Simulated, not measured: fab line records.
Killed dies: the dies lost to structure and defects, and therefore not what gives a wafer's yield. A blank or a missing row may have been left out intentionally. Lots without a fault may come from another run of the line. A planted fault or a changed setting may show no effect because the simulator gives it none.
Chamber matching | flow n5Finfet | 4 sister chambers for N5_BEOL_M6_ETCH_66 on rieDiel-01
The step etches SOC in N2/H2, target depth 80 nm, overetch 16 nm, time 120 s. 22 wafers are shown with their chamber, then 11 later ones without.

## WAFERS WITH THEIR CHAMBER
wafer  | chamber | showerheadPlenumPTorr (Torr) | throttleValvePct (%) | drypumpMotorCurrentA (A)
L076.2 | 0       | 2.70                         | 18.05                | 6.3
L076.5 | 0       | 2.70                         | 18.08                | 6.2
L076.6 | 3       | 2.51                         | 17.64                | 6.5
L074.1 | 2       | 2.52                         | 17.78                | 5.6
L074.2 | 3       | 2.51                         | 17.66                | 6.4
L074.3 | 0       | 2.70                         | 18.05                | 6.2
L074.4 | 1       | 2.48                         | 17.75                | 5.9
L074.5 | 1       | 2.48                         | 17.77                | 5.9
L074.6 | 0       | 2.70                         | 18.05                | 6.2
L079.2 | 1       | 2.48                         | 17.75                | 5.9
L079.3 | 3       | 2.51                         | 17.66                | 6.4
L079.4 | 2       | 2.52                         | 17.79                | 5.5
L081.1 | 1       | 2.48                         | 17.77                | 6.0
L081.2 | 3       | 2.51                         | 17.67                | 6.5
L081.6 | 3       | 2.51                         | 17.66                | 6.4
L082.1 | 1       | 2.48                         | 17.76                | 5.9
L082.3 | 2       | 2.52                         | 17.80                | 5.5
L082.6 | 1       | 2.48                         | 17.78                | 5.9
L084.1 | 0       | 2.69                         | 18.09                | 6.2
L084.3 | 1       | 2.47                         | 17.78                | 5.9
L084.5 | 1       | 2.47                         | 17.77                | 5.9
L086.3 | 1       | 2.47                         | 17.80                | 5.9

SIGNATURES (averages over the wafers above)
reading               | chamber 0 | chamber 1 | chamber 2 | chamber 3 | scatter within a chamber
showerheadPlenumPTorr | 2.6980    | 2.4767    | 2.5200    | 2.5100    | 0.00394
throttleValvePct      | 18.0640   | 17.7700   | 17.7900   | 17.6580   | 0.0153
drypumpMotorCurrentA  | 6.220     | 5.911     | 5.533     | 6.440     | 0.0444
Rule: a wafer lies at a distance from a chamber equal to the root of the sum of squares, over the readings, of (its reading less the chamber's mean, divided by the reading's scatter). The wafer belongs to the nearest chamber; if the next one is less than 2 further off, it can't be placed. The scatter: take each reading less its chamber's mean, square it, sum over the shown wafers, divide by the number of wafers less the number of chambers, and take the root.

## WAFERS WHOSE CHAMBER IS MISSING
wafer  | showerheadPlenumPTorr (Torr) | throttleValvePct (%) | drypumpMotorCurrentA (A)
L086.5 | 2.50                         | 17.69                | 6.4
L086.6 | 2.51                         | 17.82                | 5.6
L087.1 | 2.47                         | 17.81                | 5.9
L087.2 | 2.68                         | 18.14                | 6.2
L087.3 | 2.50                         | 17.72                | 6.4
L087.4 | 2.68                         | 18.12                | 6.2
L087.5 | 2.47                         | 17.83                | 5.9
L087.6 | 2.50                         | 17.70                | 6.4
L092.3 | 2.68                         | 18.13                | 6.2
L092.5 | 2.50                         | 17.70                | 6.4
L092.6 | 2.68                         | 18.13                | 6.2

## CHAMBER TAKEN BY EACH
wafer  | from the rows above | in truth
L086.5 | 3                   | 3
L086.6 | 2                   | 2
L087.1 | 1                   | 1
L087.2 | 0                   | 0
L087.3 | 3                   | 3
L087.4 | 0                   | 0
L087.5 | 1                   | 1
L087.6 | 3                   | 3
L092.3 | 0                   | 0
L092.5 | 3                   | 3
L092.6 | 0                   | 0
Correctly placed: 11 of 11. From these rows, 0 cannot be placed. Wrongly placed: 0.
